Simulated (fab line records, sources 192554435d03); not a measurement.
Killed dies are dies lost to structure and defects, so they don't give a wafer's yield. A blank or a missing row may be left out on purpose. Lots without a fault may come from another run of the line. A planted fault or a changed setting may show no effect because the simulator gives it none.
One fault seen from 2 desks | flow n5_finfet | each desk has only its own numbers; what lay behind them comes last

THE METROLOGY DESK
What the gauges read, lot by lot, whatever tool the lot ran on: means of the sampled wafers that have a number. A lot is out of limits, marked OUT, if its mean lies more than 4 standard deviations from the usual mean; the brackets give that distance. Of its 10 readings 7 are shown: those that lie furthest out on some lot.
Columns: A = DIBL_N at N5_BEOL_M4_RC_MEAS_101, usual 36.3 mV/V; B = ION_N at N5_BEOL_M4_RC_MEAS_101, usual 677 uA/um; C = ION_P at N5_BEOL_M4_RC_MEAS_101, usual 466 uA/um; D = SS_N at N5_BEOL_M4_RC_MEAS_101, usual 71.5 mV/dec; E = SS_P at N5_BEOL_M4_RC_MEAS_101, usual 73.2 mV/dec; F = VT_N at N5_BEOL_M4_RC_MEAS_101, usual 249 mV; G = VT_P at N5_BEOL_M4_RC_MEAS_101, usual -248.9 mV
lot  | first seen here | A    | B   | C   | D    | E    | F   | G
L712 | day 9 09:10     | 36.3 | 673 | 459 | 72.2 | 73.4 | 250 | -250.8
L713 | day 9 15:04     | 37.2 | 689 | 471 | 71.2 | 73.9 | 248 | -248.3
L717 | day 10 10:07    | 36.4 | 674 | 458 | 71.1 | 73.4 | 252 | -255.3
L718 | day 10 18:19    | 34.4 | 667 | 464 | 71.6 | 73.4 | 251 | -247.1
L719 | day 10 20:47    | 39.1 | 677 | 464 | 72.4 | 73.6 | 250 | -249.3
L720 | day 11 08:43    | 35.9 | 671 | 463 | 71.0 | 73.2 | 250 | -247.0
L721 | day 11 09:18    | 35.9 | 669 | 463 | 70.9 | 72.5 | 253 | -249.6
L731 | day 14 04:28    | 36.2 | 682 | 470 | 71.6 | 73.1 | 248 | -246.8
This desk's finding: nothing out of limits on any of the 8 lots.

THE TOOL OWNER'S DESK: rie_si-03
The tool's own readings at N5_FIN_SAQP_MANDREL_ETCH_22 (etches a-Si in HBr/Cl2, stops on SiNx, target depth 60 nm, bt time 10 s, time 30 s): means of the sampled wafers that have a number, for each lot that ran on this tool. A lot is out of limits, marked OUT, if its mean lies more than 4 standard deviations from the usual mean; the brackets give that distance.
Columns: A = drypump_motor_current_A at N5_FIN_SAQP_MANDREL_ETCH_22, usual 5.5 A; B = oes_product_au at N5_FIN_SAQP_MANDREL_ETCH_22, usual 0.769 a.u.; C = rf_fwd_power_W at N5_FIN_SAQP_MANDREL_ETCH_22, usual 796.0 W; D = throttle_valve_pct at N5_FIN_SAQP_MANDREL_ETCH_22, usual 35.4 %
lot  | first seen here | A   | B     | C     | D
L717 | day 3 22:23     | 5.5 | 0.761 | 797.5 | 35.6
L718 | day 4 05:22     | 5.3 | 0.769 | 795.0 | 35.6
L719 | day 4 10:55     | 5.4 | 0.758 | 797.3 | 35.5
L720 | day 4 18:04     | 5.4 | 0.787 | 796.7 | 35.5
L731 | day 7 10:00     | 5.5 | 0.782 | 795.8 | 35.5
This desk's finding: nothing out of limits on any of the 5 lots.

PUT TOGETHER
The metrology desk saw nothing out of limits.
The tool owner's desk saw nothing out of limits.

WHAT THE SIMULATOR HAD PUT IN
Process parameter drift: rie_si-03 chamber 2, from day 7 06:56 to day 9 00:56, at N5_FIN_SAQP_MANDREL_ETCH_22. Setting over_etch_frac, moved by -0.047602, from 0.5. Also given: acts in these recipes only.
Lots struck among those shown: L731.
